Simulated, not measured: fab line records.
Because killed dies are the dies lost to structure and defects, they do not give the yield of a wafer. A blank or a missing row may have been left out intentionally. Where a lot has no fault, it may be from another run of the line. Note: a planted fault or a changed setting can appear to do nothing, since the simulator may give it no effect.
fab line records + flow nand-harc
[record]
- lots = 11
- wafers = 33
- last-day = 33
route steps=1302 shown P_CONTACT@249 P_M0@263 END@1302
lots untouched by any fault: they come from a run of this same line in which no faults occurred
start-h: hours from the record's first day to the start of the lot's first wafer shown + wait-h: time in hours since the lot's previous step + " same as the row above + L1.1+2: a row that stands for several wafers + - either no value or no given start + * or withheld: withheld + < > ~ a bound
route shown NAME@n: names a module that has steps shown in the file, with the first one's number in the route + usual: average and standard deviation across the fault-free wafers + same: alike in all rows + chamber/n: place in a boat + sites: each site's reading + _std_site: the values' standard deviation + _edge_site: outer sites' mean less inner sites' + radius-mm: for every site, how far away it sits from the centre of the wafer + mask NAME#n: copy n + behind: the most recent tool/chamber to have shaped the wafer + hold: reason for holding the lot/hours on hold/outcome of the hold + device: which transistor (n, p or np) failed to switch + end of line: tests run on the same wafers once the route is complete + a step given without rows: its recipe and nothing more + killed: dies that structure and defects cost at the first sort, which is not the same as the wafer's yield + map: per-die view of a wafer (x killed, . not killed, _ where there is no die)
set.NAME: setting as actually run; set.NAME@STEP: the setting as run at that earlier step + model.NAME: the simulator's own value behind a step, which no gauge read
a sample of lots followed through the steps of the route, with each step as a table and each wafer as a row
services: from which hour (start-h, from the record's first day; less than 0 if before it) a tool's chamber was out of use, for how many hours, and why
[[steps]]
[step NHARC_P_CONTACT_CMP_24]
[recipe]
- t-overpolish-s = 30
- target-thk-nm = 200
[usual]
- edge-zone-pressure-frac = 1.000/0.0051
- motor-current-A = 12.4/2
- overpolish-run-s = 30.000/0.0095
- time-to-endpoint-s = 39.0/3
| lot.wafer | tool   | chamber | start-h | wait-h | edge-zone-pressure-frac | motor-current-A | overpolish-run-s | time-to-endpoint-s |
|-----------|--------|---------|---------|--------|-------------------------|-----------------|------------------|--------------------|
| L503.1    | cmp-03 | 1       | 125.49  | 0.5    | 0.994                   | 10.9            | 29.995           | 35.2               |
| L503.6    | "      | 0       | "       | "      | 0.997                   | 11.8            | 30.019           | 36.4               |
| L503.5    | "      | 1       | "       | "      | 0.996                   | 10.6            | 29.986           | 36.3               |
| L509.2    | cmp-02 | 1       | 178.57  | 0.6    | 1.001                   | 12.3            | 29.988           | 42.4               |
| L509.4    | "      | 3       | "       | "      | 0.991                   | 11.1            | 30.010           | 43.4               |
| L509.3    | "      | 0       | "       | "      | 1.002                   | 11.8            | 29.995           | 40.3               |
| L510.3    | cmp-02 | 1       | 195.49  | 0.7    | 1.004                   | 12.5            | 29.986           | 36.7               |
| L510.4    | "      | 0       | "       | "      | 1.002                   | 12.5            | 29.998           | 34.9               |
| L510.6    | "      | 1       | "       | "      | 1.000                   | 12.2            | 30.005           | 40.0               |
| L516.3    | cmp-03 | 0       | 245.37  | 0.3    | 0.997                   | 10.9            | 30.011           | 37.2               |
| L516.4    | "      | 1       | "       | "      | 1.000                   | 10.1            | 29.995           | 37.9               |
| L516.5    | "      | 2       | "       | "      | 0.999                   | 12.5            | 30.003           | 40.2               |
| L517.4    | cmp-04 | 3       | 263.71  | 0.3    | 0.997                   | 12.7            | 29.988           | 39.0               |
| L517.2    | "      | 0       | "       | "      | 0.999                   | 11.6            | 30.004           | 45.8               |
| L517.5    | "      | 3       | "       | "      | 0.996                   | 11.8            | 30.011           | 38.0               |
| L519.3    | cmp-04 | 0       | 277.65  | 0.3    | 1.006                   | 11.2            | 30.000           | 42.8               |
| L519.5    | "      | 3       | "       | "      | 1.003                   | 11.9            | 29.995           | 36.4               |
| L519.6    | "      | 0       | "       | "      | 1.008                   | 11.8            | 29.999           | 43.2               |
| L520.1    | cmp-03 | 3       | 289.77  | 0.5    | 1.003                   | 16.9            | 29.993           | 40.4               |
| L520.3    | "      | 1       | "       | "      | 1.010                   | 10.8            | 30.005           | 40.2               |
| L520.6    | "      | 3       | "       | "      | 1.005                   | 17.5            | 29.994           | 41.4               |
| L521.3    | cmp-03 | 0       | 303.05  | 0.4    | 0.998                   | 11.3            | 30.001           | 41.8               |
| L521.4    | "      | 2       | "       | "      | 0.995                   | 12.9            | 29.997           | 39.4               |
| L521.6    | "      | 0       | "       | "      | 1.005                   | 11.9            | 29.981           | 38.2               |
| L522.1    | cmp-03 | 1       | 306.49  | 0.5    | 0.994                   | 10.5            | 30.013           | 35.7               |
| L522.3    | "      | 2       | "       | "      | 0.996                   | 12.5            | 29.997           | 39.1               |
| L522.2    | "      | 3       | "       | "      | 1.011                   | 17.6            | 29.983           | 37.4               |
| L524.2    | cmp-03 | 3       | 330.35  | 0.6    | 1.001                   | 16.8            | 30.010           | 41.3               |
| L524.4    | "      | 0       | "       | "      | 1.001                   | 11.4            | 29.995           | 37.6               |
| L524.1    | "      | 2       | "       | "      | 1.003                   | 12.0            | 30.000           | 40.7               |
| L525.3    | cmp-04 | 2       | 350.75  | 0.3    | 0.994                   | 11.8            | 29.994           | 39.7               |
| L525.4    | "      | 3       | "       | "      | 1.006                   | 11.8            | 30.007           | 36.3               |
| L525.5    | "      | 3       | "       | "      | 1.000                   | 12.2            | 29.991           | 38.0               |
[step NHARC_P_M0_CD_MEAS_09]
[recipe]
- target-cd-nm = 90
- landing-energy-ev = 500
[usual]
- cd-nm = 89.9/0.6
| lot.wafer | tool      | chamber | start-h | wait-h | cd-nm |
|-----------|-----------|---------|---------|--------|-------|
| L503.1    | cd-sem-01 | 0       | 126.66  | -      | 90.2  |
| L503.5    | "         | 0       | "       | "      | 90.1  |
| L503.6    | "         | 0       | "       | "      | 90.2  |
| L509.2    | cd-sem-02 | 0       | 179.88  | -      | 89.9  |
| L509.3    | "         | 0       | "       | "      | 90.0  |
| L509.4    | "         | 0       | "       | "      | 90.8  |
| L510.3    | cd-sem-01 | 0       | 196.79  | -      | 89.9  |
| L510.4    | "         | 0       | "       | "      | 89.3  |
| L510.6    | "         | 0       | "       | "      | 90.5  |
| L516.3    | cd-sem-02 | 0       | 246.66  | -      | 90.7  |
| L516.4    | "         | 0       | "       | "      | 89.9  |
| L516.5    | "         | 0       | "       | "      | 90.1  |
| L517.2    | cd-sem-03 | 0       | 264.86  | -      | 90.2  |
| L517.4    | "         | 0       | "       | "      | 90.4  |
| L517.5    | "         | 0       | "       | "      | 89.9  |
| L519.3    | cd-sem-01 | 0       | 278.93  | -      | 90.7  |
| L519.5    | "         | 0       | "       | "      | 89.9  |
| L519.6    | "         | 0       | "       | "      | 90.5  |
| L520.1    | cd-sem-02 | 0       | 290.93  | -      | 91.5  |
| L520.3    | "         | 0       | "       | "      | 89.9  |
| L520.6    | "         | 0       | "       | "      | 91.0  |
| L521.3    | cd-sem-02 | 0       | 304.24  | -      | 89.0  |
| L521.4    | "         | 0       | "       | "      | 88.3  |
| L521.6    | "         | 0       | "       | "      | 89.1  |
| L522.1    | cd-sem-03 | 0       | 307.64  | -      | 91.3  |
| L522.2    | "         | 0       | "       | "      | 91.3  |
| L522.3    | "         | 0       | "       | "      | 89.8  |
| L524.1    | cd-sem-02 | 0       | 331.65  | -      | 89.1  |
| L524.2    | "         | 0       | "       | "      | 88.9  |
| L524.4    | "         | 0       | "       | "      | 89.1  |
| L525.3    | cd-sem-01 | 0       | 352.08  | -      | 89.2  |
| L525.4    | "         | 0       | "       | "      | 89.6  |
| L525.5    | "         | 0       | "       | "      | 89.8  |
[step NHARC_P_M0_OVL_MEAS_10]
[recipe]
- pitch-nm = 180
[usual]
- overlay-x-nm = -0.1/0.69
- overlay-y-nm = 0.2/0.86
| lot.wafer | tool       | chamber | start-h | wait-h | overlay-x-nm | overlay-y-nm |
|-----------|------------|---------|---------|--------|--------------|--------------|
| L503.1    | overlay-01 | -       | 126.75  | -      | -0.1         | 1.0          |
| L503.5    | "          | -       | "       | "      | 0.2          | 1.8          |
| L503.6    | "          | -       | "       | "      | 0.1          | 0.6          |
| L509.2    | overlay-02 | -       | 179.97  | -      | 0.2          | -1.4         |
| L509.3    | "          | -       | "       | "      | 0.6          | -0.9         |
| L509.4    | "          | -       | "       | "      | 0.2          | -0.9         |
| L510.3    | overlay-01 | -       | 196.87  | -      | 1.0          | 2.4          |
| L510.4    | "          | -       | "       | "      | 0.6          | 1.7          |
| L510.6    | "          | -       | "       | "      | 0.6          | 1.5          |
| L516.3    | overlay-02 | -       | 246.75  | -      | 0.1          | 0.3          |
| L516.4    | "          | -       | "       | "      | 0.5          | 0.0          |
| L516.5    | "          | -       | "       | "      | 0.2          | 0.3          |
| L517.2    | overlay-01 | -       | 264.95  | -      | -0.7         | -0.5         |
| L517.4    | "          | -       | "       | "      | -0.9         | -0.2         |
| L517.5    | "          | -       | "       | "      | -0.6         | -0.9         |
| L519.3    | overlay-02 | -       | 279.02  | -      | -0.1         | 1.2          |
| L519.5    | "          | -       | "       | "      | 0.1          | 1.3          |
| L519.6    | "          | -       | "       | "      | -0.5         | 0.9          |
| L520.1    | overlay-02 | -       | 291.02  | -      | 1.0          | 0.1          |
| L520.3    | "          | -       | "       | "      | 0.4          | -0.3         |
| L520.6    | "          | -       | "       | "      | 0.8          | -0.1         |
| L521.3    | overlay-02 | -       | 304.32  | -      | -0.2         | 0.5          |
| L521.4    | "          | -       | "       | "      | 0.1          | 0.7          |
| L521.6    | "          | -       | "       | "      | -0.8         | -0.2         |
| L522.1    | overlay-02 | -       | 307.73  | -      | 0.9          | -1.5         |
| L522.2    | "          | -       | "       | "      | 0.2          | -1.2         |
| L522.3    | "          | -       | "       | "      | 0.9          | -1.4         |
| L524.1    | overlay-02 | -       | 331.74  | -      | -1.9         | 0.5          |
| L524.2    | "          | -       | "       | "      | -2.2         | 0.8          |
| L524.4    | "          | -       | "       | "      | -2.0         | 0.8          |
| L525.3    | overlay-02 | -       | 352.17  | -      | -1.0         | 1.3          |
| L525.4    | "          | -       | "       | "      | -1.3         | 1.5          |
| L525.5    | "          | -       | "       | "      | -1.1         | 0.7          |
[step NHARC_P_M0_ETCH_34]
[recipe]
- target-depth-a = 400
- overetch-a = 120
- time-s = 43.94
- ion-energy-ev = 200
- n2-flow-sccm = 150
- h2-flow-sccm = 150
- ar-flow-sccm = 0
- rf-w = 400
- bias-w = 150
- chemistry = N2/H2
[usual]
- bias-w = 150.1/0.49
- drypump-motor-current-A = 6.1/0.36
- oes-product-au = 1.004/0.01
- rf-vpp-V = 429.9/2.8
- run-length-s = 65.1/0.42
- showerhead-plenum-p-Torr = 2.02/0.1
- throttle-valve-pct = 14.172/0.0095
| lot.wafer | tool        | chamber | start-h | wait-h | bias-w | drypump-motor-current-A | oes-product-au | rf-hours-counter-h | rf-vpp-V | run-length-s | showerhead-plenum-p-Torr | throttle-valve-pct |
|-----------|-------------|---------|---------|--------|--------|-------------------------|----------------|--------------------|----------|--------------|--------------------------|--------------------|
| L503.1    | rie-diel-10 | 0       | 126.94  | 0.1    | 150.2  | 6.1                     | 1.023          | 8                  | 434.7    | 64.6         | 2.18                     | 14.180             |
| L503.5    | "           | 2       | "       | "      | 150.1  | 6.5                     | 0.996          | -                  | 428.2    | 65.0         | 1.93                     | 14.186             |
| L503.6    | "           | 3       | "       | "      | 150.4  | 6.5                     | 1.003          | -                  | 428.2    | 65.4         | 1.95                     | 14.180             |
| L509.4    | rie-diel-10 | 3       | 180.15  | 0.1    | 150.6  | 6.6                     | 1.007          | 17                 | 427.7    | 65.3         | 1.95                     | 14.195             |
| L509.2    | "           | 0       | "       | "      | 150.2  | 6.1                     | 1.019          | 18                 | 433.7    | 64.6         | 2.18                     | 14.165             |
| L509.3    | "           | 1       | "       | "      | 149.7  | 6.0                     | 1.015          | 18                 | 431.4    | 64.7         | 2.11                     | 14.168             |
| L510.3    | rie-diel-11 | 0       | 197.21  | 0.2    | 149.0  | 5.8                     | 1.017          | 37                 | 432.4    | 65.7         | 2.08                     | 14.170             |
| L510.4    | "           | 1       | "       | "      | 149.5  | 5.5                     | 1.011          | 38                 | 430.1    | 64.3         | 2.04                     | 14.173             |
| L510.6    | "           | 0       | "       | "      | 149.7  | 5.8                     | 1.008          | -                  | 432.0    | 66.0         | 2.08                     | 14.159             |
| L516.3    | rie-diel-11 | 0       | 247.21  | 0.3    | -      | 5.8                     | 1.005          | 57                 | 430.9    | 53.5         | 2.07                     | 14.170             |
| L516.4    | "           | 1       | "       | "      | 149.7  | 5.5                     | 1.005          | 55                 | 430.8    | 64.4         | 2.04                     | 14.154             |
| L516.5    | "           | 1       | "       | "      | 150.4  | 5.5                     | 0.997          | -                  | 430.9    | 65.1         | 2.04                     | 14.175             |
| L517.2    | rie-diel-11 | 0       | 265.14  | 0.1    | -      | 5.8                     | 1.012          | 0                  | 429.9    | 53.5         | 2.07                     | 14.160             |
| L517.4    | "           | 1       | "       | "      | 150.3  | 5.5                     | 1.014          | 0                  | 431.2    | 64.8         | 2.04                     | 14.167             |
| L517.5    | "           | 3       | "       | "      | 150.3  | 6.4                     | 1.007          | -                  | 434.0    | 64.9         | 2.22                     | 14.181             |
| L519.3    | rie-diel-10 | 3       | 279.23  | 0.1    | 150.3  | 6.6                     | 0.975          | 6                  | 429.0    | 65.4         | 1.94                     | 14.164             |
| L519.6    | "           | 1       | "       | "      | 150.2  | 6.1                     | 1.002          | -                  | 433.1    | 65.3         | 2.11                     | 14.168             |
| L519.5    | "           | 2       | "       | "      | 150.2  | 6.5                     | 0.992          | -                  | 425.6    | 65.0         | 1.93                     | 14.174             |
| L520.1    | rie-diel-10 | 0       | 291.20  | 0.1    | 150.5  | 6.1                     | 1.002          | 10                 | 434.1    | 64.8         | 2.17                     | 14.166             |
| L520.3    | "           | 1       | "       | "      | 150.4  | 6.0                     | 1.004          | 9                  | 433.2    | 64.8         | 2.11                     | 14.159             |
| L520.6    | "           | 0       | "       | "      | 150.4  | 6.1                     | 0.993          | -                  | 434.0    | 64.6         | 2.17                     | 14.197             |
| L521.3    | rie-diel-10 | 1       | 304.52  | 0.1    | 149.9  | 6.0                     | 1.013          | 11                 | 433.5    | 64.8         | 2.11                     | 14.168             |
| L521.4    | "           | 2       | "       | "      | 149.7  | 6.5                     | 0.997          | 10                 | 427.3    | 65.2         | 1.93                     | 14.168             |
| L521.6    | "           | 3       | "       | "      | 149.9  | 6.6                     | 1.012          | -                  | 428.3    | 65.2         | 1.94                     | 14.171             |
| L522.2    | rie-diel-03 | 0       | 307.97  | 0.1    | 149.5  | 6.3                     | 0.995          | 7                  | 426.2    | 65.3         | 1.96                     | 14.187             |
| L522.3    | "           | 1       | "       | "      | 149.6  | 6.0                     | 0.995          | 8                  | 428.7    | 65.3         | 1.94                     | 14.159             |
| L522.1    | "           | 2       | "       | "      | 150.1  | 6.7                     | 0.973          | 8                  | 435.3    | 65.1         | 2.22                     | 14.173             |
| L524.2    | rie-diel-10 | 0       | 331.92  | 0.1    | 149.6  | 6.1                     | 0.999          | 15                 | 435.1    | 64.6         | 2.17                     | 14.180             |
| L524.1    | "           | 1       | "       | "      | 149.9  | 6.0                     | 1.004          | 15                 | 430.4    | 64.6         | 2.10                     | 14.174             |
| L524.4    | "           | 2       | "       | "      | 149.5  | 6.5                     | 0.997          | 14                 | 426.7    | 65.5         | 1.92                     | 14.173             |
| L525.4    | rie-diel-11 | 2       | 352.35  | 0.1    | 150.5  | 5.6                     | 0.983          | 29                 | 427.2    | 65.0         | 1.90                     | 14.177             |
| L525.3    | "           | 3       | "       | "      | 148.9  | 6.5                     | 0.996          | 29                 | 434.0    | 64.7         | 2.21                     | 14.162             |
| L525.5    | "           | 3       | "       | "      | 149.5  | 6.5                     | 0.999          | -                  | 435.1    | 64.9         | 2.21                     | 14.192             |
[step NHARC_END_SORT_01]
[recipe]
- temp-c = 25
[usual]
- defect-limited-yield = 91.9/2.9
- killed-at-array = 50/20
- killed-at-other = 1.2/1.5
- killed-at-periphery = 3.6/2.6
- killed-dies = 55/20
- killed-open = 3.4/2
- killed-short = 2.7/1.6
- sort_bin_2_pct = 2.9/1.3
- sort_bin_3_pct = 0.6/0.38
- sort_bin_4_pct = 4.6/1.6
- sort-n-pass = 622/20
- sort-rim-yield-pct = 93/3.8
- sort-yield-pct = 91.9/2.9
[same]
- gross-dies = 677
- sort_bin_5_pct[%] = 0
- sort_bin_6_pct[%] = 0
- sort_bin_7_pct[%] = 0
- sort_bin_8_pct[%] = 0
- sort-rim-n-gross = 106.00
| lot.wafer | tool      | chamber | start-h | wait-h | defect-limited-yield[%] | killed-at-array | killed-at-other | killed-at-periphery | killed-dies | killed-open | killed-short | sort_bin_2_pct[%] | sort_bin_3_pct[%] | sort_bin_4_pct[%] | sort-n-pass | sort-rim-yield-pct[%] | sort-yield-pct[%] |
|-----------|-----------|---------|---------|--------|-------------------------|-----------------|-----------------|---------------------|-------------|-------------|--------------|-------------------|-------------------|-------------------|-------------|-----------------------|-------------------|
| L517.2    | prober-02 | 0       | 712.63  | 2.8    | 92.3                    | 45              | 0               | 7                   | 52          | 0           | 3            | 2.5               | 0.7               | 4.4               | 625         | 98                    | 92.3              |
| L517.4    | prober-02 | 0       | 714.22  | 3.4    | 91.1                    | 46              | 0               | 14                  | 60          | 6           | 2            | 3.2               | 0.7               | 4.9               | 617         | 94                    | 91.1              |
| L517.5    | prober-02 | 0       | 715.01  | 3.7    | 92.2                    | 44              | 1               | 8                   | 53          | 1           | 2            | 2.7               | 0.6               | 4.6               | 624         | 97                    | 92.2              |
| L519.3    | prober-02 | 0       | 733.33  | 3.1    | 86.0                    | 86              | 1               | 8                   | 95          | 9           | 5            | 5.2               | 1.6               | 7.2               | 582         | 94                    | 86.0              |
| L519.5    | prober-02 | 0       | 734.95  | 3.7    | 87.0                    | 81              | 0               | 7                   | 88          | 2           | 1            | 3.4               | 1.2               | 8.4               | 589         | 96                    | 87.0              |
| L519.6    | prober-02 | 0       | 735.76  | 4.1    | 92.3                    | 51              | 0               | 1                   | 52          | 1           | 1            | 3.0               | 0.6               | 4.1               | 625         | 91                    | 92.3              |
| L521.3    | prober-02 | 0       | 746.63  | 3.1    | 90.5                    | 64              | 0               | 0                   | 64          | 5           | 3            | 2.1               | 0.9               | 6.5               | 613         | 96                    | 90.5              |
| L521.4    | prober-02 | 0       | 747.43  | 3.4    | 92.2                    | 51              | 0               | 2                   | 53          | 5           | 3            | 3.1               | 0.1               | 4.6               | 624         | 95                    | 92.2              |
| L521.6    | prober-02 | 0       | 749.03  | 4.0    | 92.2                    | 52              | 0               | 1                   | 53          | 2           | 3            | 2.4               | 0.7               | 4.7               | 624         | 98                    | 92.2              |
| L524.1    | prober-01 | 0       | 761.73  | 2.5    | 95.6                    | 24              | 3               | 3                   | 30          | 4           | 3            | 0.7               | 0.3               | 3.4               | 647         | 98                    | 95.6              |
| L524.2    | prober-01 | 0       | 762.53  | 2.8    | 96.6                    | 19              | 2               | 2                   | 23          | 5           | 0            | 1.5               | 0.3               | 1.6               | 654         | 99                    | 96.6              |
| L524.4    | prober-01 | 0       | 764.13  | 3.4    | 96.0                    | 23              | 1               | 3                   | 27          | 4           | 1            | 1.6               | 0.1               | 2.2               | 650         | 95                    | 96.0              |
// killed by level:class
L517.2 A_CHANNEL_HOLE_D1:chamber-film-flake=30 A_SLIT:chamber-film-flake=9 P_GATE:chamber-film-flake=4 A_DECK1_JOINT:geometric-particle:short=2 P_BONDPAD:chamber-film-flake=2 A_STAIRCASE:chamber-film-flake=2 A_CHANNEL_FILL_D1:geometric-particle:short=1 P_M0:chamber-film-flake=1
L517.4 A_CHANNEL_HOLE_D1:chamber-film-flake=36 P_BONDPAD:chamber-film-flake=5 P_M0:chamber-film-flake=4 P_GATE:chamber-film-flake=2 A_SLIT:chamber-film-flake=2 P_GATE:geometric-particle:open=1 P_M1:geometric-particle:open=1 P_M2:geometric-particle:open=1
L517.5 A_CHANNEL_HOLE_D1:chamber-film-flake=34 P_M0:chamber-film-flake=4 P_GATE:chamber-film-flake=3 A_STAIRCASE:chamber-film-flake=3 A_SLIT:chamber-film-flake=3 A_DECK1_JOINT:geometric-particle:short=2 A_ONON_D2:geometric-particle:open=1 P_BONDPAD:chamber-film-flake=1
L519.3 A_CHANNEL_HOLE_D1:chamber-film-flake=30 A_SLIT:chamber-film-flake=26 A_CHANNEL_HOLE_D2:chamber-film-flake=17 A_BLC:geometric-particle:open=3 P_GATE:chamber-film-flake=2 A_CONTACT:chamber-film-flake=2 P_GATE:geometric-particle:open=1 P_CONTACT:geometric-particle:open=1
L519.5 A_CHANNEL_HOLE_D1:chamber-film-flake=29 A_CHANNEL_HOLE_D2:chamber-film-flake=21 A_SLIT:chamber-film-flake=19 A_CONTACT:chamber-film-flake=6 P_GATE:chamber-film-flake=4 A_STAIRCASE:chamber-film-flake=3 P_STI:chamber-film-flake=2 A_ONON_D2:geometric-particle:open=1
L519.6 A_CHANNEL_HOLE_D1:chamber-film-flake=30 A_SLIT:chamber-film-flake=10 A_CONTACT:chamber-film-flake=5 A_CHANNEL_HOLE_D2:chamber-film-flake=3 A_ONON_D2:geometric-particle:open=1 A_WL_FILL:geometric-particle:short=1 P_GATE:chamber-film-flake=1 A_ZERO_WELL:chamber-film-flake=1
L521.3 A_CHANNEL_HOLE_D1:chamber-film-flake=36 A_CONTACT:chamber-film-flake=7 A_SLIT:chamber-film-flake=5 A_STAIRCASE:chamber-film-flake=4 A_CHANNEL_FILL_D2:geometric-particle:open=3 A_WL_FILL:chamber-film-flake=3 A_SGD_CUT:geometric-particle:short=2 A_ONON_D2:geometric-particle:short=1
L521.4 A_CHANNEL_HOLE_D1:chamber-film-flake=29 A_CONTACT:chamber-film-flake=7 A_SLIT:chamber-film-flake=5 A_STAIRCASE:chamber-film-flake=2 P_M0:geometric-particle:short=1 A_ONON_D1:geometric-particle:open=1 A_CHANNEL_HOLE_D2:geometric-particle:short=1 A_CHANNEL_FILL_D2:geometric-particle:open=1
L521.6 A_CHANNEL_HOLE_D1:chamber-film-flake=33 A_CONTACT:chamber-film-flake=8 A_ONON_D2:geometric-particle:short=2 A_STAIRCASE:chamber-film-flake=2 A_SLIT:chamber-film-flake=2 A_SOURCE_PLATE:geometric-particle:open=1 A_SGD_CUT:geometric-particle:short=1 A_M0:geometric-particle:open=1
L524.1 A_STAIRCASE:chamber-film-flake=7 A_SLIT:chamber-film-flake=6 THIN_TSV:chamber-film-flake=3 A_CONTACT:chamber-film-flake=2 P_GATE:geometric-particle:open=1 P_M0:geometric-particle:open=1 P_M1:geometric-particle:open=1 A_CHANNEL_FILL_D1:geometric-particle:short=1
L524.2 A_STAIRCASE:chamber-film-flake=7 A_SLIT:chamber-film-flake=5 A_BLC:geometric-particle:open=2 P_GATE:chamber-film-flake=2 A_DECK1_JOINT:chamber-film-flake=2 A_CHANNEL_FILL_D1:geometric-particle:open=1 A_CONTACT:geometric-particle:open=1 STARTING-WAFER:geometric-particle:open=1
L524.4 A_STAIRCASE:chamber-film-flake=7 A_SLIT:chamber-film-flake=4 A_CHANNEL_HOLE_D2:chamber-film-flake=2 A_ONON_D2:geometric-particle:open=1 A_ONON_D2:geometric-particle:short=1 A_CONTACT:geometric-particle:open=1 A_BLC:geometric-particle:open=1 A_M0:geometric-particle:open=1
[[services]]
| tool        | chamber | start-h | hours | kind   |
|-------------|---------|---------|-------|--------|
| cmp-02      | -       | 120.11  | 3.0   | repair |
| cmp-04      | -       | 128.07  | 4.0   | pm     |
| cmp-04      | -       | 138.23  | 0.9   | repair |
| rie-diel-10 | 3       | 142.14  | 3.9   | repair |
| cmp-03      | -       | 162.07  | 4.0   | pm     |
| rie-diel-11 | 3       | 177.90  | 8.7   | repair |
| cmp-04      | -       | 188.88  | 2.1   | repair |
| cmp-03      | -       | 193.82  | 2.0   | repair |
| cmp-03      | -       | 196.38  | 3.2   | repair |
| rie-diel-11 | 1       | 198.54  | 4.5   | repair |
| cmp-04      | -       | 203.96  | 1.7   | repair |
| cmp-04      | -       | 213.30  | 2.1   | repair |
| cmp-04      | -       | 226.07  | 4.0   | pm     |
| rie-diel-10 | -       | 242.59  | 9.0   | pm     |
| cmp-03      | -       | 252.24  | 0.4   | repair |
| rie-diel-11 | 3       | 255.28  | 5.4   | repair |
| rie-diel-11 | -       | 255.53  | 9.0   | pm     |
| cmp-03      | -       | 260.07  | 4.0   | pm     |
| rie-diel-11 | 0       | 271.41  | 8.5   | repair |
| rie-diel-11 | 1       | 273.07  | 9.4   | repair |
| cmp-04      | -       | 284.10  | 4.7   | repair |
| cmp-04      | -       | 315.89  | 1.5   | repair |
| cmp-04      | -       | 324.19  | 4.0   | pm     |
| cmp-04      | -       | 337.83  | 2.2   | repair |
[[key]]
[first-sign]
- step = NHARC_P_M0_ETCH_34
- reading = run-length-s
- direction = down
- sigmas = 28
- usual = *
- struck = *
effect none on later readings
met-at NHARC_P_M0_ETCH_34
struck-lots L516,L517
struck-wafers L516.3,L517.2
not-acting-at NHARC_P_CONTACT_CMP_24,NHARC_P_M0_CD_MEAS_09,NHARC_P_M0_OVL_MEAS_10
onset-between 197.21 247.21
[fault]
- kind = process-parameter-drift
- tool = rie-diel-11
- chamber = 0
- onset-h = 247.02
- steps = NHARC_P_M0_ETCH_34
- channel = time-s
- offset = *
- shape = step
- end-h = 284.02
- acts-in = *
- stated = *
